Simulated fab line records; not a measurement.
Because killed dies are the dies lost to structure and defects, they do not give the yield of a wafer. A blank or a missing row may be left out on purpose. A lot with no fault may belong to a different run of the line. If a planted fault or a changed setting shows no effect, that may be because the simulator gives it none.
Which tool was responsible? -- flow n5_finfet -- route of 1938 steps, sampled at 1 step: 12 lots, 36 wafers

## WHAT EACH GAUGE READ, for each wafer
N5_BEOL_M9_INSPECT_58: inspects for defects (darkfield).
lot,measured,on,raw_defect_count
L074,day 10 05:59,defect_inspect-01,63 66 78
L078,day 10 15:26,defect_inspect-01,69 86 64
L076,day 11 00:13,defect_inspect-01,54 61 56
L080,day 11 08:31,defect_inspect-01,70 63 52
L083,day 11 22:59,defect_inspect-01,39 77 58
L085,day 12 18:13,defect_inspect-01,57 45 111
L088,day 13 03:13,defect_inspect-02,38 65 44
L089,day 13 12:07,defect_inspect-01,47 78 23
L090,day 13 23:59,defect_inspect-01,55 79 47
L092,day 14 15:58,defect_inspect-01,36 31 33
L095,day 15 01:03,defect_inspect-01,65 95 33
L097,day 15 11:50,defect_inspect-01,55 48 58

## WHAT TOOL EACH LOT RAN ON (gives the tool, then ch and the chambers of the sampled wafers, and finally the start)
No process step before these readings appears in the record.

## THE ANSWER, worked out from the rows above alone
Rule: what is usual is taken from the lots themselves. The widest of any qualifying gaps counts: lots, ordered by their means at a reading, are off when they make up no more than a third of the lots, leave a main group of 4 or more, and stand apart from it by 3 or more times the standard deviation of that group's means. A main group is skipped when, at the precision printed for the reading in the tables above, its means are all equal. A lot without any number at a reading at which 4 lots or more have one is off too. Any other lot the step has rows for is counted as sound.
Across all readings shown, no lot is off: no conclusion can be drawn from this.

## WHAT WAS PUT IN BY THE SIMULATOR
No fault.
